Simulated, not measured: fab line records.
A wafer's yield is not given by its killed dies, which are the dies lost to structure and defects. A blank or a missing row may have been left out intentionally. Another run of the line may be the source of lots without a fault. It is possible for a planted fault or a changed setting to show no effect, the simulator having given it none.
Comparing a struck lot with a sound one + flow nand harc + 15 out of 1159 route steps
Sound: the wafers L237.1, L237.3, L237.6. The struck wafers were L242.2, L242.4, L242.5. The cause comes at the end.
Per side, at each step with rows, come the tool, then ch with its chambers, and then its first start. Under that, the readings that differ: sound wafers + struck wafers + difference of the means + sigmas: that difference in standard deviations of wafers without a fault.
alike: readings with means less than 2 such deviations apart, plus words and numbers identical on both sides. not compared: withheld readings, readings lacking a value on some wafer, bounds such as >300 that could conceal the same value, and numbers that have no deviation in the record and whose values overlap.
A row with sigmas, a row that says differs or no value, or rows on one side alone: a step with any of these is where the two part. Numbers that don't overlap but have no deviation are shown without sigmas and don't part them. A reading missing from all wafers of one side parts the sides only when that side holds two or more wafers.

NHARC_P_M2_OVL_MEAS_10: pitch 340 nm.
  sound: overlay-01 at day 8 03:11; struck: overlay-01 at day 9 06:31
  alike: overlay x nm, overlay y nm
NHARC_P_M2_INSPECT_11:
  sound: defect inspect-02 at day 8 03:14; struck: defect inspect-01 at day 9 06:33
  alike: raw defect count
NHARC_P_M2_DESCUM_14: chemistry O2, time 3 s.
  sound on rie diel-06 ch 0,2,3, day 8 03:18; struck on rie diel-08 ch 0,2,3, day 9 06:37
  alike: chamber pressure mTorr, drypump motor current A, oes product au, rf vpp V, showerhead plenum p Torr, throttle valve pct
  not compared: rf hours counter h
NHARC_P_M2_ETCH_35: etches the open film in N2/H2, target depth 40 nm, overetch 12 nm, time 43.94 s.
  sound on rie diel-06 ch 0,2,3, day 8 03:23; struck on rie diel-08 ch 1,2,3, day 9 06:42
  alike: chamber pressure mTorr, drypump motor current A, oes product au, rf vpp V, showerhead plenum p Torr, throttle valve pct
  not compared: rf hours counter h
NHARC_P_M2_ETCH_15: etches the open film in C4F8/Ar, target depth 182.5 nm, time 91.2 s.
  sound on rie diel-06 ch 0,3; struck on rie diel-08 ch 1,2
  alike: chamber pressure mTorr, oes product au, rf vpp V
  not compared: rf hours counter h
NHARC_P_M2_CD_MEAS_16:
  sound: cd sem-02 at day 8 03:35; struck: cd sem-01 at day 9 06:55
  alike: cd nm
NHARC_P_M2_STRIP_18: strips in N2/H2.
  sound on rie diel-08 ch 0,2, day 8 03:41; struck on rie diel-06 ch 1,2,3, day 9 06:59
  alike: chamber pressure mTorr, drypump motor current A, oes product au, rf vpp V, showerhead plenum p Torr, throttle valve pct
  not compared: rf hours counter h
then, 4 steps without rows for these wafers: NHARC_P_M2_ETCH_28 (etches the open film in CF4/N2, target depth 30 nm, time 72.99 s); NHARC_P_M2_STRIP_19 (strips in post etch residue remover, time 600 s); NHARC_P_M2_DEGAS_29 (time 60 s); NHARC_P_M2_PRE_CLEAN_30 (time 30 s).
NHARC_P_M2_PVD_20: deposits TaN, target thk 5 nm, time 8.06 s.
  sound on pvd sputter-03; struck on pvd sputter-03
  alike: bias v, cathode dc power W, throttle valve pct
NHARC_P_M2_PVD_21: deposits Cu, target thk 30 nm, time 20.49 s.
  sound: pvd sputter-03 at day 8 04:32; struck: pvd sputter-03 at day 9 07:52
  no value came back on the struck wafers for cathode dc power W (W), chamber pressure pa (Pa), throttle valve pct (%); on the sound wafers cathode dc power W (W) reads 4999.4 4999.8 4998.5
then, 1 step without rows for these wafers: NHARC_P_M2_ECD_22 (material Cu, target thk 400 nm).
-- the record jumps here: 13 days lie between the struck wafers' starts before and after (it left off in module P_M2 and takes up again in module END, whose first step shown is number 1159 of the route) --
NHARC_END_SORT_01:
  sound on prober-02 ch 0, day 21 03:55; struck on prober-01 ch 0, day 22 14:19
| reading                  | sound          | struck                                                               | difference                   | sigmas      |
|--------------------------|----------------|----------------------------------------------------------------------|------------------------------|-------------|
| hold                     | - - -          | await dispo/7.0h/scrap await dispo/7.0h/scrap await dispo/7.0h/scrap | no value on the sound wafers |             |
| defect limited yield (%) | 93.6 93.9 91.3 | 0 0 0                                                                | -93                          | -62         |
| killed at array          | 38 36 53       | 13 10 22                                                             | -27                          | -3          |
| killed at periphery      | 4 5 4          | 664 666 655                                                          | +657                         | +99 or more |
| killed dies              | 43 41 59       | 677 677 677                                                          | +629                         | +63         |
| sort_bin_2_pct (%)       | 1.8 1.9 3.0    | 99.3 98.8 97.3                                                       | +96.2                        | +99 or more |
| sort_bin_4_pct (%)       | 4.6 3.7 5.6    | 0.7 1.0 2.5                                                          | -3.2                         | -3          |
| sort n pass              | 634 636 618    | 0 0 0                                                                | -629                         | -63         |
| sort rim yield pct (%)   | 98.1 97.2 94.3 | 0 0 0                                                                | -97                          | -48         |
| sort yield pct (%)       | 93.6 93.9 91.3 | 0 0 0                                                                | -93                          | -62         |
  alike: killed at other, killed open, killed short, sort_bin_3_pct

== WHERE THEY PART ==
Earliest at NHARC_P_M2_PVD_21; latest, in this record, at NHARC_END_SORT_01.

WHY: whatever the simulator had introduced
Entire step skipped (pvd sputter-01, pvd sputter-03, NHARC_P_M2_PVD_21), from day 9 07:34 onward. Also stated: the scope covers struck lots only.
